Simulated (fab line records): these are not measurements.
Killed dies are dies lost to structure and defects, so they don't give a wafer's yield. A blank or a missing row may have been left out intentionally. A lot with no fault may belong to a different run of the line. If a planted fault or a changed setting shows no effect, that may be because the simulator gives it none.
fab line records ; flow n5_finfet
record: lots: 10; wafers: 30; last_day: 17
route steps=1938 shown BEOL_M4@1111 BEOL_M5@1176 BEOL_M6@1197 PASSIVATION@1936
lots that met no fault: taken from a fault-free run of the same line
start_h: the number of hours between the record's first day and the start of the first shown wafer of the lot ; wait_h: hours since the lot's step before ; " unchanged from the row above ; L1.1+2: a row that stands for several wafers ; - no value present, or no start provided ; * or withheld: withheld ; < > ~ a bound
route shown NAME@n: names a module that has steps shown in the file, with the first one's number in the route ; usual: average and standard deviation across the fault-free wafers ; same: alike in all rows ; chamber/n: place in a boat ; sites: readings site by site ; _std_site: the standard deviation of these ; _edge_site: mean of outer sites minus mean of inner sites ; radius_mm: how far each site lies from the wafer's centre ; mask NAME#n: copy n ; behind: the most recent tool/chamber to have shaped the wafer ; hold: why the lot was held/for how many hours/how that ended ; device: whichever transistor did not switch (one of n, p or np) ; end of line: the same wafers' tests at the end of the route ; where a step has no rows: the recipe by itself ; killed: dies that structure and defects cost at the first sort, which is not the same as the wafer's yield ; map: per-die view of a wafer (x killed, . not killed, _ where there is no die)
set.NAME: the setting the step ran with; set.NAME@STEP: the setting that earlier step ran with ; model.NAME: the simulator's own value behind a step, which no gauge read
the route's steps for a sample of lots (tables are steps, rows are wafers)
services: from which hour (start_h, from the record's first day; less than 0 if before it) a tool's chamber was out of use, for how many hours, and why
== steps ==
step: N5_BEOL_M4_RC_MEAS_101
usual: DIBL_N: 35.9/1.3; DIBL_P: 35.9/1.6; IOFF_N: 0.156/0.022; IOFF_P: 0.205/0.023; ION_N: 675/9; ION_P: 463/5.6; SS_N: 71.4/0.57; SS_P: 73.1/0.52; VT_N: 249.7/2.8; VT_P: -250.2/2.5
lot.wafer;tool;chamber;start_h;wait_h;DIBL_N[mV/V];DIBL_P[mV/V];IOFF_N[nA/um];IOFF_P[nA/um];ION_N[uA/um];ION_P[uA/um];SS_N[mV/dec];SS_P[mV/dec];VT_N[mV];VT_P[mV]
L653.1;prober-02;0;172.14;0.0;35.6;34.2;0.159;0.222;675;464;71.5;73.0;246.2;-248.6
L653.3;prober-02;0;172.14;0.0;35.5;34.0;0.150;0.217;666;461;72.1;72.8;250.6;-248.1
L653.6;prober-02;0;172.14;0.0;35.9;33.5;0.156;0.207;667;457;71.5;72.6;248.4;-250.1
L654.1;prober-02;0;180.85;0.0;37.0;36.3;0.171;0.212;677;457;72.1;73.2;249.5;-248.3
L654.3;prober-02;0;180.85;0.0;37.4;37.6;0.182;0.231;680;462;71.4;73.9;246.6;-246.2
L654.5;prober-02;0;180.85;0.0;35.8;35.2;0.143;0.192;673;457;71.3;73.3;249.4;-250.7
L660.2;prober-02;0;222.86;0.2;37.2;36.4;0.155;0.213;672;463;72.2;73.2;249.8;-249.4
L660.3;prober-02;0;222.86;0.2;35.3;34.1;0.128;0.190;656;456;71.9;72.2;253.4;-249.6
L660.6;prober-02;0;222.86;0.2;35.9;35.7;0.136;0.205;661;459;71.6;73.4;250.5;-251.1
L663.2;prober-01;0;229.67;0.2;35.9;36.0;0.162;0.199;670;461;71.2;72.5;247.1;-250.7
L663.4;prober-01;0;229.67;0.2;35.2;35.3;0.151;0.188;678;465;71.4;72.7;245.8;-251.3
L663.5;prober-01;0;229.67;0.2;35.7;35.8;0.155;0.194;670;462;71.5;73.0;246.7;-252.4
L664.1;prober-02;0;232.97;0.0;36.5;36.7;0.175;0.234;696;470;71.0;74.0;247.7;-250.7
L664.2;prober-02;0;232.97;0.0;33.9;34.2;0.130;0.192;676;469;71.2;73.2;251.0;-249.3
L664.6;prober-02;0;232.97;0.0;35.3;34.9;0.142;0.204;682;468;71.3;73.2;249.8;-249.6
L668.3;prober-01;0;262.17;0.3;35.8;35.4;0.154;0.198;684;464;71.5;72.8;249.4;-249.8
L668.4;prober-01;0;262.17;0.3;36.7;36.7;0.179;0.222;679;465;71.5;73.8;247.4;-249.7
L668.6;prober-01;0;262.17;0.3;33.9;33.8;0.128;0.175;664;457;71.3;72.9;250.7;-252.9
L669.1;prober-02;0;272.72;0.0;38.3;37.3;0.176;0.246;678;469;70.9;73.8;249.1;-246.2
L669.2;prober-02;0;272.72;0.0;36.2;35.6;0.139;0.225;664;472;70.7;73.2;250.8;-244.7
L669.6;prober-02;0;272.72;0.0;36.1;36.0;0.146;0.226;672;473;71.4;72.6;249.6;-248.5
L671.3;prober-01;0;293.60;0.3;35.7;37.2;0.150;0.185;666;457;71.5;72.9;252.0;-253.1
L671.4;prober-01;0;293.60;0.3;35.8;37.6;0.152;0.198;665;459;71.9;73.2;249.6;-253.4
L671.6;prober-01;0;293.60;0.3;34.8;36.8;0.139;0.183;665;456;71.7;72.6;252.1;-254.4
L672.1;prober-01;0;302.79;0.0;34.5;35.4;0.140;0.186;673;460;71.1;72.7;249.2;-253.0
L672.4;prober-01;0;302.79;0.0;35.3;36.1;0.154;0.202;676;459;72.1;72.4;250.1;-250.4
L672.6;prober-01;0;302.79;0.0;32.4;33.1;0.116;0.156;664;457;70.8;72.0;254.7;-251.6
L674.3;prober-01;0;314.45;0.3;34.8;33.5;0.121;0.176;667;466;71.0;72.4;252.6;-252.6
L674.4;prober-01;0;314.45;0.3;35.9;35.1;0.141;0.204;671;468;71.4;73.3;251.9;-248.8
L674.6;prober-01;0;314.45;0.3;35.1;33.4;0.122;0.179;669;464;70.9;73.0;252.8;-248.2
step: N5_BEOL_M5_ANNEAL_49
recipe: temp_c: 400; time_s: 1800; ambient: vacuum
usual: heater_power_w: 867/69
lot.wafer;tool;chamber;start_h;wait_h;heater_power_w
L653.1;pvd_sputter-01;-;178.52;0.0;859
L653.3;pvd_sputter-01;-;178.52;0.0;863
L653.6;pvd_sputter-01;-;178.52;0.0;836
L654.1;pvd_sputter-03;-;187.96;0.0;832
L654.3;pvd_sputter-03;-;187.96;0.0;862
L654.5;pvd_sputter-03;-;187.96;0.0;819
L660.2;pvd_sputter-02;-;231.18;0.0;804
L660.3;pvd_sputter-02;-;231.18;0.0;860
L660.6;pvd_sputter-02;-;231.18;0.0;781
L663.2;pvd_sputter-02;-;237.32;0.0;771
L663.4;pvd_sputter-02;-;237.32;0.0;1085
L663.5;pvd_sputter-02;-;237.32;0.0;1074
L664.1;pvd_sputter-01;-;241.22;0.0;862
L664.2;pvd_sputter-01;-;241.22;0.0;883
L664.6;pvd_sputter-01;-;241.22;0.0;851
L668.3;pvd_sputter-03;-;269.11;0.0;862
L668.4;pvd_sputter-03;-;269.11;0.0;801
L668.6;pvd_sputter-03;-;269.11;0.0;859
L669.1;pvd_sputter-03;-;282.72;0.0;788
L669.2;pvd_sputter-03;-;282.72;0.0;809
L669.6;pvd_sputter-03;-;282.72;0.0;779
L671.3;pvd_sputter-03;-;304.26;0.0;836
L671.4;pvd_sputter-03;-;304.26;0.0;795
L671.6;pvd_sputter-03;-;304.26;0.0;819
L672.1;pvd_sputter-03;-;309.91;0.0;811
L672.4;pvd_sputter-03;-;309.91;0.0;850
L672.6;pvd_sputter-03;-;309.91;0.0;924
L674.3;pvd_sputter-03;-;320.75;0.0;919
L674.4;pvd_sputter-03;-;320.75;0.0;811
L674.6;pvd_sputter-03;-;320.75;0.0;797
step: N5_BEOL_M5_ANNEAL_82
recipe: temp_c: 400; time_s: 1800; ambient: vacuum
usual: heater_power_w: 869/69
lot.wafer;tool;chamber;start_h;wait_h;heater_power_w
L653.1;pvd_sputter-01;-;179.60;0.0;879
L653.3;pvd_sputter-01;-;179.60;0.0;850
L653.6;pvd_sputter-01;-;179.60;0.0;866
L654.1;pvd_sputter-03;-;189.05;0.0;820
L654.3;pvd_sputter-03;-;189.05;0.0;879
L654.5;pvd_sputter-03;-;189.05;0.0;803
L660.2;pvd_sputter-02;-;232.27;0.0;806
L660.3;pvd_sputter-02;-;232.27;0.0;846
L660.6;pvd_sputter-02;-;232.27;0.0;793
L663.2;pvd_sputter-02;-;238.41;0.0;797
L663.4;pvd_sputter-02;-;238.41;0.0;1054
L663.5;pvd_sputter-02;-;238.41;0.0;1071
L664.1;pvd_sputter-01;-;242.31;0.0;860
L664.2;pvd_sputter-01;-;242.31;0.0;884
L664.6;pvd_sputter-01;-;242.31;0.0;840
L668.3;pvd_sputter-03;-;270.20;0.0;858
L668.4;pvd_sputter-03;-;270.20;0.0;797
L668.6;pvd_sputter-03;-;270.20;0.0;881
L669.1;pvd_sputter-03;-;283.80;0.0;819
L669.2;pvd_sputter-03;-;283.80;0.0;805
L669.6;pvd_sputter-03;-;283.80;0.0;797
L671.3;pvd_sputter-03;-;305.35;0.0;864
L671.4;pvd_sputter-03;-;305.35;0.0;814
L671.6;pvd_sputter-03;-;305.35;0.0;790
L672.1;pvd_sputter-03;-;310.99;0.0;804
L672.4;pvd_sputter-03;-;310.99;0.0;843
L672.6;pvd_sputter-03;-;310.99;0.0;925
L674.3;pvd_sputter-03;-;321.83;0.0;919
L674.4;pvd_sputter-03;-;321.83;0.0;828
L674.6;pvd_sputter-03;-;321.83;0.0;816
step: N5_BEOL_M5_ANNEAL_84
recipe: temp_c: 400; time_s: 1800; ambient: vacuum
usual: heater_power_w: 869/66
lot.wafer;tool;chamber;start_h;wait_h;heater_power_w
L653.1;pvd_sputter-01;-;180.69;0.0;864
L653.3;pvd_sputter-01;-;180.69;0.0;841
L653.6;pvd_sputter-01;-;180.69;0.0;829
L654.1;pvd_sputter-03;-;190.13;0.0;814
L654.3;pvd_sputter-03;-;190.13;0.0;868
L654.5;pvd_sputter-03;-;190.13;0.0;811
L660.2;pvd_sputter-02;-;233.36;0.0;785
L660.3;pvd_sputter-02;-;233.36;0.0;850
L660.6;pvd_sputter-02;-;233.36;0.0;798
L663.2;pvd_sputter-02;-;239.50;0.0;798
L663.4;pvd_sputter-02;-;239.50;0.0;1059
L663.5;pvd_sputter-02;-;239.50;0.0;1080
L664.1;pvd_sputter-01;-;243.40;0.0;853
L664.2;pvd_sputter-01;-;243.40;0.0;910
L664.6;pvd_sputter-01;-;243.40;0.0;849
L668.3;pvd_sputter-03;-;271.28;0.0;869
L668.4;pvd_sputter-03;-;271.28;0.0;819
L668.6;pvd_sputter-03;-;271.28;0.0;862
L669.1;pvd_sputter-03;-;284.89;0.0;823
L669.2;pvd_sputter-03;-;284.89;0.0;809
L669.6;pvd_sputter-03;-;284.89;0.0;821
L671.3;pvd_sputter-03;-;306.43;0.0;870
L671.4;pvd_sputter-03;-;306.43;0.0;810
L671.6;pvd_sputter-03;-;306.43;0.0;830
L672.1;pvd_sputter-03;-;312.08;0.0;793
L672.4;pvd_sputter-03;-;312.08;0.0;862
L672.6;pvd_sputter-03;-;312.08;0.0;940
L674.3;pvd_sputter-03;-;322.92;0.0;944
L674.4;pvd_sputter-03;-;322.92;0.0;803
L674.6;pvd_sputter-03;-;322.92;0.0;815
step: N5_BEOL_M6_PECVD_70
recipe: material: SiO2; target_thk_a: 200; temp_c: 400; precursor: TEOS/O2; pressure_torr: 5.5; rf_w: 450; teos_flow_sccm: 53.8; gas: O2; flow_sccm: 3000; time_s: 22.7
usual: chamber_pressure_Torr: 5.499/0.012; heater_power_outer_w: 387/41; heater_power_w: 667/54; showerhead_plenum_p_Torr: 8.78/0.056; throttle_valve_pct: 23.0/1.3
lot.wafer;tool;chamber;start_h;wait_h;chamber_pressure_Torr;heater_power_outer_w;heater_power_w;showerhead_plenum_p_Torr;throttle_valve_pct
L653.1;pecvd-02;2;184.52;0.0;5.510;373;624;8.75;22.7
L653.3;pecvd-02;1;184.52;0.0;5.494;322;592;8.81;25.0
L653.6;pecvd-02;0;184.52;0.0;5.508;417;690;8.67;24.0
L654.1;pecvd-01;2;193.96;0.0;5.496;312;581;8.77;22.5
L654.3;pecvd-01;1;193.96;0.0;5.508;357;662;8.80;24.6
L654.5;pecvd-01;0;193.96;0.0;5.489;377;652;8.84;22.5
L660.2;pecvd-01;0;238.63;0.0;5.515;399;681;8.83;22.7
L660.3;pecvd-01;2;238.63;0.0;5.483;308;574;8.81;22.7
L660.6;pecvd-01;0;238.63;0.0;5.493;404;691;8.85;22.5
L663.2;pecvd-03;1;243.68;0.0;5.500;377;611;8.77;22.3
L663.4;pecvd-03;0;243.68;0.0;5.509;419;756;8.84;21.4
L663.5;pecvd-03;1;243.68;0.0;5.494;371;620;8.78;22.0
L664.1;pecvd-01;0;247.23;0.0;5.508;350;615;8.81;22.7
L664.2;pecvd-01;2;247.23;0.0;5.466;372;649;8.78;22.6
L664.6;pecvd-01;2;247.23;0.0;5.487;378;664;8.77;22.8
L668.3;pecvd-01;1;275.71;0.0;5.503;410;721;8.79;24.5
L668.4;pecvd-01;2;275.71;0.0;5.486;379;655;8.80;22.5
L668.6;pecvd-01;0;275.71;0.0;5.514;396;684;8.84;22.8
L669.1;pecvd-02;2;288.73;0.0;5.488;413;692;8.70;22.7
L669.2;pecvd-02;0;288.73;0.0;5.496;421;696;8.69;23.6
L669.6;pecvd-02;2;288.73;0.0;5.507;424;708;8.73;22.7
L671.3;pecvd-03;1;310.83;0.0;5.499;400;649;8.80;22.1
L671.4;pecvd-03;0;310.83;0.0;5.523;409;733;8.84;21.3
L671.6;pecvd-03;1;310.83;0.0;5.487;406;656;8.78;21.9
L672.1;pecvd-02;0;316.03;0.0;-;-;-;-;-
L672.4;pecvd-02;1;316.03;0.0;-;-;-;-;-
L672.6;pecvd-02;0;316.03;0.0;-;-;-;-;-
L674.3;pecvd-03;2;326.81;0.0;-;-;-;-;-
L674.4;pecvd-03;1;326.81;0.0;-;-;-;-;-
L674.6;pecvd-03;0;326.81;0.0;-;-;-;-;-
step: N5_PASSIVATION_PROBE_49
usual: defect_limited_yield: 91.3/1.4; killed_at_M0_to_M3: 35/11; killed_at_M4_up: 14/5.4; killed_at_contacts: 12/6.2; killed_at_front_end: 38/11; killed_at_other: 4.1/2.8; killed_dies: 103/17; killed_on_rim: 13/4; killed_open: 66/13; killed_short: 34/8.2; sort_bin_5_function: 5.1/0.89; sort_bin_6_memory: 3.3/0.72; sort_bin_8_speed: 0.00/0.0099; sort_n_pass: 1077/17; sort_yield_pct: 91.3/1.4
same: gross_dies: 1180; killed_at_back_side: 0; sort_bin_4_leakage[%]: 0
lot.wafer;tool;chamber;start_h;wait_h;defect_limited_yield[%];killed_at_M0_to_M3;killed_at_M4_up;killed_at_contacts;killed_at_front_end;killed_at_other;killed_dies;killed_on_rim;killed_open;killed_short;sort_bin_5_function[%];sort_bin_6_memory[%];sort_bin_8_speed[%];sort_n_pass;sort_yield_pct[%]
L653.1;prober-02;-;266.51;0.0;90.9;39;23;16;28;1;107;15;77;28;4.9;3.7;0;1073;90.9
L653.3;prober-02;-;266.61;0.1;87.8;57;21;13;48;5;144;20;93;47;7.2;4.4;0;1036;87.8
L653.6;prober-02;-;266.76;0.3;90.8;30;19;10;48;2;109;17;75;26;5.6;3.5;0;1071;90.8
L654.1;prober-01;-;278.55;0.0;90.3;34;19;10;52;0;115;10;73;38;6.4;2.7;0;1065;90.3
L654.3;prober-01;-;278.65;0.1;92.0;23;18;5;44;4;94;5;69;24;4.2;3.7;0;1086;92.0
L654.5;prober-01;-;278.75;0.2;91.8;31;14;14;37;1;97;8;59;32;4.7;3.2;0;1083;91.8
L660.2;prober-01;-;328.92;0.1;91.1;44;11;11;33;6;105;15;66;36;5.3;3.2;0;1075;91.1
L660.3;prober-01;-;328.97;0.1;91.4;44;10;4;39;5;102;14;63;38;5.1;3.3;0;1078;91.4
L660.6;prober-01;-;329.12;0.3;92.5;33;13;8;28;7;89;12;53;32;4.4;2.9;0;1091;92.5
L664.1;prober-02;-;339.41;0.0;91.4;40;15;9;36;1;101;11;64;37;5.0;3.5;0;1079;91.4
L664.2;prober-02;-;339.46;0.1;89.0;58;25;18;25;4;130;17;77;52;6.8;4.1;0;1050;89.0
L664.6;prober-02;-;339.66;0.3;89.5;50;16;18;36;4;124;19;64;59;6.3;3.6;0;1056;89.5
L663.2;prober-01;-;342.72;0.1;92.5;24;17;4;40;4;89;12;63;25;5.1;1.9;0;1091;92.5
L663.4;prober-01;-;342.82;0.2;89.0;35;35;13;41;6;130;17;89;39;6.4;4.2;0;1050;89.0
L663.5;prober-01;-;342.87;0.2;90.6;44;10;10;46;1;111;14;79;30;6.5;2.6;0;1069;90.6
L668.3;prober-01;-;358.67;0.1;90.8;58;10;10;26;5;109;17;72;37;4.2;4.7;0;1071;90.8
L668.4;prober-01;-;358.72;0.2;92.6;36;5;14;30;2;87;6;59;27;5.1;2.2;0.08;1093;92.6
L668.6;prober-01;-;358.82;0.3;92.5;34;9;11;31;4;89;9;67;22;3.9;3.6;0;1091;92.5
L669.1;prober-01;-;383.29;0.0;92.0;48;13;4;25;4;94;15;61;32;5.1;2.4;0;1086;92.0
L669.2;prober-01;-;383.34;0.1;93.1;29;17;3;30;2;81;12;58;22;4.7;2.1;0;1099;93.1
L669.6;prober-01;-;383.54;0.3;91.8;37;18;2;38;2;97;13;65;28;4.3;3.7;0;1083;91.8
L672.1;prober-01;-;410.42;0.0;63.0;40;336;15;42;4;437;15;73;38;32.7;3.9;0;743;63.0
L672.4;prober-01;-;410.57;0.2;61.0;75;316;17;50;2;460;13;93;59;34.1;3.9;0;720;61.0
L672.6;prober-01;-;410.67;0.3;64.4;46;330;6;33;5;420;21;67;27;32.0;3.1;0;760;64.4
L671.3;prober-02;-;411.05;0.1;90.2;33;14;13;55;1;116;15;80;34;5.9;3.6;0;1064;90.2
L671.4;prober-02;-;411.10;0.2;89.6;25;11;15;71;1;123;21;86;34;5.6;4.5;0;1057;89.6
L671.6;prober-02;-;411.20;0.3;88.9;62;9;12;48;0;131;12;91;37;6.4;4.6;0;1049;88.9
L674.3;prober-01;-;414.22;0.1;63.3;44;360;7;17;5;433;81;62;29;33.3;2.8;0;747;63.3
L674.4;prober-01;-;414.27;0.2;65.2;41;326;4;34;6;411;12;66;34;30.9;3.9;0;769;65.2
L674.6;prober-01;-;414.37;0.3;65.0;53;318;7;34;1;413;58;76;35;31.7;3.3;0;767;65.0
killed by level:class
L653.1 STI_FIN_REVEAL:geometric_particle:open=13 MOL_CONTACT_COAG:geometric_particle:open=13 BEOL_M4:geometric_particle:open=13 BEOL_M1:geometric_particle:open=9 BEOL_M2:geometric_particle:open=7 BEOL_M0_SAQP:geometric_particle:open=6 BEOL_M3:geometric_particle:open=6 STI_FIN_REVEAL:geometric_particle:short=4
L653.3 BEOL_M3:geometric_particle:open=13 STI_FIN_REVEAL:geometric_particle:open=11 MOL_CONTACT_COAG:geometric_particle:open=10 BEOL_M0_SAQP:geometric_particle:open=9 BEOL_M0_SAQP:geometric_particle:short=9 FIN_SAQP:geometric_particle:short=8 BEOL_M4:geometric_particle:open=8 BEOL_M1:geometric_particle:open=7
L653.6 STI_FIN_REVEAL:geometric_particle:open=18 MOL_CONTACT_COAG:geometric_particle:open=10 FIN_SAQP:geometric_particle:open=7 BEOL_M1:geometric_particle:open=7 FIN_SAQP:geometric_particle:short=6 BEOL_M0_SAQP:geometric_particle:short=5 BEOL_M4:geometric_particle:open=5 BEOL_M3:geometric_particle:open=4
L654.1 BEOL_M1:geometric_particle:open=15 FIN_SAQP:geometric_particle:open=10 STI_FIN_REVEAL:geometric_particle:open=10 MOL_CONTACT_COAG:geometric_particle:open=9 STARTING-WAFER:geometric_particle:short=8 BEOL_M1:geometric_particle:short=7 FIN_SAQP:geometric_particle:short=6 BEOL_M4:geometric_particle:open=5
L654.3 FIN_SAQP:geometric_particle:open=20 BEOL_M3:geometric_particle:open=8 BEOL_M4:geometric_particle:open=7 STI_FIN_REVEAL:geometric_particle:open=6 DUMMY_GATE:geometric_particle:open=6 FIN_SAQP:geometric_particle:short=5 BEOL_M0_SAQP:geometric_particle:short=4 BEOL_M1:geometric_particle:open=4
L654.5 FIN_SAQP:geometric_particle:open=11 BEOL_M3:geometric_particle:open=8 MOL_CONTACT_COAG:geometric_particle:open=7 MOL_CONTACT_COAG:geometric_particle:short=5 DUMMY_GATE:geometric_particle:open=5 BEOL_M0_SAQP:geometric_particle:short=5 BEOL_M1:geometric_particle:open=5 FIN_SAQP:geometric_particle:short=4
L660.2 BEOL_M0_SAQP:geometric_particle:open=11 FIN_SAQP:geometric_particle:open=10 MOL_CONTACT_COAG:geometric_particle:open=10 BEOL_M0_SAQP:geometric_particle:short=10 BEOL_M2:geometric_particle:open=7 FIN_SAQP:geometric_particle:short=5 BEOL_M1:geometric_particle:open=4 BEOL_M1:geometric_particle:short=4
L660.3 BEOL_M0_SAQP:geometric_particle:open=12 FIN_SAQP:geometric_particle:open=10 BEOL_M0_SAQP:geometric_particle:short=10 FIN_SAQP:geometric_particle:short=6 DUMMY_GATE:geometric_particle:open=6 BEOL_M1:geometric_particle:open=5 BEOL_M2:geometric_particle:open=5 BEOL_M3:geometric_particle:open=4
L660.6 FIN_SAQP:geometric_particle:open=7 BEOL_M3:geometric_particle:open=7 MOL_CONTACT_COAG:geometric_particle:open=6 BEOL_M0_SAQP:geometric_particle:short=6 STI_FIN_REVEAL:geometric_particle:open=5 BEOL_M0_SAQP:geometric_particle:open=5 ILD0:geometric_particle:short=4 BEOL_M1:geometric_particle:short=4
L664.1 FIN_SAQP:geometric_particle:open=14 BEOL_M1:geometric_particle:short=13 MOL_CONTACT_COAG:geometric_particle:open=8 BEOL_M0_SAQP:geometric_particle:short=7 BEOL_M0_SAQP:geometric_particle:open=6 BEOL_M2:geometric_particle:open=6 BEOL_M4:geometric_particle:open=5 BEOL_M4:geometric_particle:short=5
L664.2 BEOL_M0_SAQP:geometric_particle:short=16 BEOL_M0_SAQP:geometric_particle:open=15 MOL_CONTACT_COAG:geometric_particle:open=15 BEOL_M4:geometric_particle:open=11 BEOL_M1:geometric_particle:short=9 BEOL_M2:geometric_particle:open=8 BEOL_M4:geometric_particle:short=8 FIN_SAQP:geometric_particle:open=5
L664.6 BEOL_M0_SAQP:geometric_particle:short=12 BEOL_M2:geometric_particle:open=12 MOL_CONTACT_COAG:geometric_particle:open=11 BEOL_M1:geometric_particle:short=11 BEOL_M4:geometric_particle:short=11 FIN_SAQP:geometric_particle:short=9 BEOL_M0_SAQP:geometric_particle:open=8 MOL_CONTACT_COAG:geometric_particle:short=7
L663.2 BEOL_M4:geometric_particle:open=10 STI_FIN_REVEAL:geometric_particle:open=9 FIN_SAQP:geometric_particle:short=8 BEOL_M2:geometric_particle:open=8 BEOL_M1:geometric_particle:open=6 DUMMY_GATE:geometric_particle:open=5 GATE_CUT:geometric_particle:open=4 BEOL_M4:geometric_particle:short=4
L663.4 BEOL_M4:geometric_particle:open=23 MOL_CONTACT_COAG:geometric_particle:open=11 STI_FIN_REVEAL:geometric_particle:open=9 BEOL_M0_SAQP:geometric_particle:open=9 BEOL_M0_SAQP:geometric_particle:short=9 GATE_CUT:geometric_particle:short=6 BEOL_M4:geometric_particle:short=6 BEOL_M3:geometric_particle:open=5
L663.5 STI_FIN_REVEAL:geometric_particle:open=21 BEOL_M3:geometric_particle:open=12 BEOL_M0_SAQP:geometric_particle:short=10 MOL_CONTACT_COAG:geometric_particle:open=9 FIN_SAQP:geometric_particle:short=7 BEOL_M2:geometric_particle:open=6 FIN_SAQP:geometric_particle:open=5 BEOL_M0_SAQP:geometric_particle:open=5
L668.3 BEOL_M2:geometric_particle:open=20 FIN_SAQP:geometric_particle:open=8 BEOL_M0_SAQP:geometric_particle:short=7 MOL_CONTACT_COAG:geometric_particle:open=6 BEOL_M0_SAQP:geometric_particle:open=6 BEOL_M3:geometric_particle:open=6 FIN_SAQP:geometric_particle:short=5 BEOL_M0:geometric_particle:open=5
L668.4 DUMMY_GATE:geometric_particle:open=8 MOL_CONTACT_COAG:geometric_particle:open=8 BEOL_M3:geometric_particle:open=8 BEOL_M0_SAQP:geometric_particle:short=7 MOL_CONTACT_COAG:geometric_particle:short=6 FIN_SAQP:geometric_particle:open=5 DUMMY_GATE:geometric_particle:short=5 BEOL_M1:geometric_particle:open=5
L668.6 BEOL_M2:geometric_particle:open=9 STI_FIN_REVEAL:geometric_particle:open=8 MOL_CONTACT_COAG:geometric_particle:open=8 FIN_SAQP:geometric_particle:open=7 STARTING-WAFER:geometric_particle:open=6 BEOL_M0_SAQP:geometric_particle:short=5 BEOL_M0_SAQP:geometric_particle:open=5 BEOL_M0:geometric_particle:open=5
L669.1 BEOL_M3:geometric_particle:open=11 BEOL_M2:geometric_particle:open=9 BEOL_M0_SAQP:geometric_particle:open=7 BEOL_M1:geometric_particle:open=6 FIN_SAQP:geometric_particle:open=4 FIN_SAQP:geometric_particle:short=4 GATE_CUT:geometric_particle:open=4 GATE_CUT:geometric_particle:short=4
L669.2 BEOL_M2:geometric_particle:open=9 GATE_CUT:geometric_particle:open=7 GATE_CUT:geometric_particle:short=6 BEOL_M5:geometric_particle:open=6 FIN_SAQP:geometric_particle:open=4 BEOL_M0_SAQP:geometric_particle:open=4 BEOL_M1:geometric_particle:open=4 BEOL_M3:geometric_particle:open=4
L669.6 BEOL_M2:geometric_particle:open=12 BEOL_M0_SAQP:geometric_particle:open=8 GATE_CUT:geometric_particle:short=7 FIN_SAQP:geometric_particle:open=6 GATE_CUT:geometric_particle:open=6 BEOL_M4:geometric_particle:open=6 STI_FIN_REVEAL:geometric_particle:open=5 FIN_SAQP:geometric_particle:short=4
L672.1 BEOL_M6:area_pecvd=326 BEOL_M0_SAQP:geometric_particle:open=15 MOL_CONTACT_COAG:geometric_particle:open=12 BEOL_M0_SAQP:geometric_particle:short=12 GATE_CUT:geometric_particle:short=11 GATE_CUT:geometric_particle:open=8 FIN_SAQP:geometric_particle:open=7 BEOL_M4:geometric_particle:open=6
L672.4 BEOL_M6:area_pecvd=308 BEOL_M0_SAQP:geometric_particle:open=25 BEOL_M0_SAQP:geometric_particle:short=24 MOL_CONTACT_COAG:geometric_particle:open=12 FIN_SAQP:geometric_particle:open=10 STI_FIN_REVEAL:geometric_particle:open=8 BEOL_M3:geometric_particle:open=8 DUMMY_GATE:geometric_particle:open=7
L672.6 BEOL_M6:area_pecvd=321 BEOL_M0_SAQP:geometric_particle:open=15 BEOL_M0_SAQP:geometric_particle:short=9 BEOL_M1:geometric_particle:open=9 BEOL_M3:geometric_particle:open=7 FIN_SAQP:geometric_particle:open=5 FIN_SAQP:geometric_particle:short=4 DUMMY_GATE:geometric_particle:open=4
L671.3 FIN_SAQP:geometric_particle:open=19 STI_FIN_REVEAL:geometric_particle:open=13 MOL_CONTACT_COAG:geometric_particle:open=10 BEOL_M1:geometric_particle:open=8 FIN_SAQP:geometric_particle:short=6 BEOL_M3:geometric_particle:open=6 STI_FIN_REVEAL:geometric_particle:short=5 BEOL_M3:geometric_particle:short=5
L671.4 FIN_SAQP:geometric_particle:open=23 STI_FIN_REVEAL:geometric_particle:open=15 MOL_CONTACT_COAG:geometric_particle:open=13 FIN_SAQP:geometric_particle:short=10 BEOL_M3:geometric_particle:open=9 STI_FIN_REVEAL:geometric_particle:short=6 DUMMY_GATE:geometric_particle:open=4 BEOL_M4:geometric_particle:open=4
L671.6 FIN_SAQP:geometric_particle:open=26 BEOL_M0_SAQP:geometric_particle:short=16 BEOL_M1:geometric_particle:open=15 BEOL_M0_SAQP:geometric_particle:open=11 BEOL_M3:geometric_particle:open=10 MOL_CONTACT_COAG:geometric_particle:open=9 FIN_SAQP:geometric_particle:short=6 STI_FIN_REVEAL:geometric_particle:open=3
L674.3 BEOL_M6:area_pecvd=339 BEOL_M0_SAQP:geometric_particle:open=14 BEOL_M3:geometric_particle:open=12 BEOL_M0_SAQP:geometric_particle:short=11 BEOL_M4:geometric_particle:open=8 BEOL_M7:geometric_particle:open=7 MOL_CONTACT_COAG:geometric_particle:open=6 BEOL_M5:geometric_particle:open=4
L674.4 BEOL_M6:area_pecvd=309 BEOL_M0_SAQP:geometric_particle:short=17 FIN_SAQP:geometric_particle:open=15 BEOL_M0_SAQP:geometric_particle:open=10 BEOL_M3:geometric_particle:open=6 BEOL_M4:geometric_particle:open=6 STI_FIN_REVEAL:geometric_particle:open=5 BEOL_M5:geometric_particle:open=5
L674.6 BEOL_M6:area_pecvd=301 FIN_SAQP:geometric_particle:open=14 BEOL_M0_SAQP:geometric_particle:open=11 BEOL_M2:geometric_particle:open=11 BEOL_M3:geometric_particle:open=9 BEOL_M0_SAQP:geometric_particle:short=8 MOL_CONTACT_COAG:geometric_particle:open=7 BEOL_M3:geometric_particle:short=6
== services ==
tool;chamber;start_h;hours;kind
pecvd-02;2;156.91;2.1;scheduled_down
pecvd-01;-;166.23;6.0;pm
pecvd-01;-;176.61;1.2;repair
pecvd-03;1;193.83;5.5;scheduled_down
pecvd-03;2;198.64;13.5;repair
pecvd-03;2;212.18;-;clean
pecvd-03;2;212.18;-;consumable_replace:showerhead
pecvd-03;2;212.18;29.0;scheduled_down
pecvd-03;2;212.18;29.0;vent_cycle
pecvd-02;2;215.15;5.5;scheduled_down
pecvd-03;1;266.26;5.0;scheduled_down
pecvd-02;-;274.24;0.2;repair
pecvd-02;-;274.66;5.5;pm
pecvd-01;1;277.97;7.5;repair
pecvd-03;-;294.43;10.2;repair
pecvd-01;2;297.85;5.0;scheduled_down
pecvd-03;1;305.58;-;calibration
pvd_sputter-02;-;317.00;6.5;repair
== key ==
first_sign: step: N5_BEOL_M6_PECVD_70; reading: tool_record; direction: missing
effect: step: N5_PASSIVATION_PROBE_49; reading: killed_at_M4_up; direction: up; sigmas: 59; usual: 14; struck: 331
more_kills_born_at: N5_BEOL_M6_PECVD_70@pecvd-02: 953; N5_BEOL_M6_PECVD_70@pecvd-03: 949
met_at N5_BEOL_M6_PECVD_70
struck_lots L672,L674
not_acting_at N5_BEOL_M5_ANNEAL_49,N5_BEOL_M5_ANNEAL_82,N5_BEOL_M5_ANNEAL_84
onset_between 310.83 316.03
fault: kind: skipped_step_whole; tool: pecvd-02,pecvd-03; chamber: -; onset_h: 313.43; steps: N5_BEOL_M6_PECVD_70; scope: struck_lots_only
